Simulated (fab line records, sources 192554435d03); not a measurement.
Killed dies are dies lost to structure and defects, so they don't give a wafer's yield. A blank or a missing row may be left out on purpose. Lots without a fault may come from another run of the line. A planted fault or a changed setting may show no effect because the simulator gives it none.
Which tool did it? | flow n5_finfet | 10 lots, 30 wafers sampled, at 3 steps of a route of 1938

WHAT THE GAUGES READ, wafer by wafer
N5_PASSIVATION_OVL_MEAS_66.
lot  | measured     | on         | PASS_OPEN_OVL (nm)
L760 | day 13 08:29 | overlay-01 | 2 -10 4
L759 | day 13 08:45 | overlay-01 | -7 -3 0
L763 | day 14 04:40 | overlay-01 | -6 -4 10
L765 | day 14 17:34 | overlay-02 | 2 4 -6
L769 | day 15 16:48 | overlay-02 | -6 -1 -10
L768 | day 15 22:32 | overlay-01 | -2 -1 -10
L777 | day 17 01:37 | overlay-02 | 8 6 3
L775 | day 17 12:32 | overlay-01 | -3 -4 -2
L776 | day 17 13:58 | overlay-01 | -10 -11 -8
L779 | day 18 02:21 | overlay-01 | -4 1 -7

WHICH TOOL RAN EACH LOT (tool, then ch and the chambers of the sampled wafers, then the start)
lot  | N5_BEOL_M13_ETCH_67                | N5_PASSIVATION_DESCUM_12
L760 | rie_diel-02 ch 2,3, day 12 01:28   | rie_diel-02 ch 0,1,2, day 13 04:44
L759 | rie_diel-04 ch 0,1,3, day 12 01:46 | rie_diel-02 ch 0,1, day 13 05:16
L763 | rie_diel-06 ch 0,3, day 13 04:48   | rie_diel-02 ch 0,2, day 14 01:19
L765 | rie_diel-02 ch 0,2, day 13 14:09   | rie_diel-04 ch 0,1,2, day 14 13:50
L769 | rie_diel-06 ch 0,1,2, day 14 10:05 | rie_diel-06 ch 1,2,3, day 15 13:19
L768 | rie_diel-02 ch 0,1, day 14 18:07   | rie_diel-02 ch 1,3, day 15 18:41
L777 | rie_diel-02 ch 0,3, day 15 23:34   | rie_diel-04 ch 0,2,3, day 16 20:59
L775 | rie_diel-02 ch 0,1,3, day 16 01:13 | rie_diel-04 ch 0,1, day 17 09:32
L776 | rie_diel-06 ch 0,3, day 16 04:43   | rie_diel-06 ch 1,2,3, day 17 10:51
L779 | rie_diel-04 ch 1,2,3, day 16 17:27 | rie_diel-02 ch 0,3, day 17 22:48
- N5_BEOL_M13_ETCH_67: etches SiARC in CF4, target depth 143 nm, time 238.3 s.
- N5_PASSIVATION_DESCUM_12: chemistry O2, time 7.9 s.

WHAT THE TOOLS THEMSELVES READ (means of the sampled wafers that have a number; where no wafer has one, the mark that the record gives instead)
N5_BEOL_M13_ETCH_67.
lot  | tool        | cf4_flow_sccm (sccm) | drypump_motor_current_A (A) | etch_rf_on_time_s (s) | oes_product_au (a.u.) | rf_vpp_V (V) | showerhead_plenum_p_Torr (Torr) | throttle_valve_pct (%)
L760 | rie_diel-02 | 100.21               | 5.40                        | 238                   | 0.71                  | 184.0        | 2.10                            | 15.46
L759 | rie_diel-04 | 99.82                | 5.85                        | 235                   | 0.68                  | 184.2        | 2.19                            | 15.84
L763 | rie_diel-06 | 99.90                | 5.93                        | 237                   | 0.74                  | 184.3        | 2.15                            | 15.67
L765 | rie_diel-02 | 99.81                | 5.59                        | 242                   | 0.63                  | 183.2        | 2.08                            | 15.66
L769 | rie_diel-06 | 100.05               | 5.84                        | 237                   | 0.71                  | 184.4        | 2.19                            | 15.61
L768 | rie_diel-02 | 100.03               | 6.03                        | 243                   | 0.67                  | 183.8        | 2.11                            | 15.81
L777 | rie_diel-02 | 100.23               | 5.75                        | 238                   | 0.71                  | 183.5        | 2.16                            | 15.63
L775 | rie_diel-02 | 99.87                | 5.85                        | 239                   | 0.72                  | 184.1        | 2.13                            | 15.66
L776 | rie_diel-06 | 99.67                | 5.94                        | 238                   | 0.71                  | 184.7        | 2.14                            | 15.71
L779 | rie_diel-04 | 99.71                | 5.84                        | 234                   | 0.76                  | 183.7        | 2.15                            | 15.40

N5_PASSIVATION_DESCUM_12.
lot  | tool        | drypump_motor_current_A (A) | oes_product_au (a.u.) | rf_vpp_V (V) | showerhead_plenum_p_Torr (Torr) | throttle_valve_pct (%)
L760 | rie_diel-02 | 5.78                        | 0.72                  | 242.4        | 2.05                            | 20.64
L759 | rie_diel-02 | 5.95                        | 0.70                  | 242.8        | 2.06                            | 20.79
L763 | rie_diel-02 | 5.57                        | 0.73                  | 242.8        | 2.03                            | 20.52
L765 | rie_diel-04 | 5.97                        | 0.82                  | 243.8        | 2.14                            | 20.42
L769 | rie_diel-06 | 5.95                        | 0.78                  | 243.0        | 2.10                            | 20.49
L768 | rie_diel-02 | 5.69                        | 0.91                  | 243.4        | 2.10                            | 20.33
L777 | rie_diel-04 | 5.70                        | 0.84                  | 242.6        | 2.08                            | 20.36
L775 | rie_diel-04 | 5.96                        | 0.76                  | 243.9        | 2.18                            | 20.79
L776 | rie_diel-06 | 5.94                        | 0.76                  | 242.7        | 2.10                            | 20.51
L779 | rie_diel-02 | 5.92                        | 0.76                  | 242.5        | 2.09                            | 20.64

THE ANSWER, worked out from the rows above alone
Rule: what is usual is taken from the lots themselves. Put in order of their means at a reading, lots are off if they are a third of the lots or fewer, leave a main group of 4 or more, and stand apart from it by a gap of 3 or more times the standard deviation of the main group's means; of several such gaps the widest counts. A main group whose means are all the same, to the digits that the tables above print for the reading, isn't used. A lot without any number at a reading at which 4 lots or more have one is off too. The other lots that the step has rows for count as sound. The gauges are gone through in route order, then the tools' own readings, and for those a lot's mean is taken as printed above. The first step at which some lot is off is used, and at that step the reading that is off furthest; a lot without a number counts as furthest.
No lot is off at any reading shown: from this, nothing can be told.

WHAT THE SIMULATOR HAD PUT IN
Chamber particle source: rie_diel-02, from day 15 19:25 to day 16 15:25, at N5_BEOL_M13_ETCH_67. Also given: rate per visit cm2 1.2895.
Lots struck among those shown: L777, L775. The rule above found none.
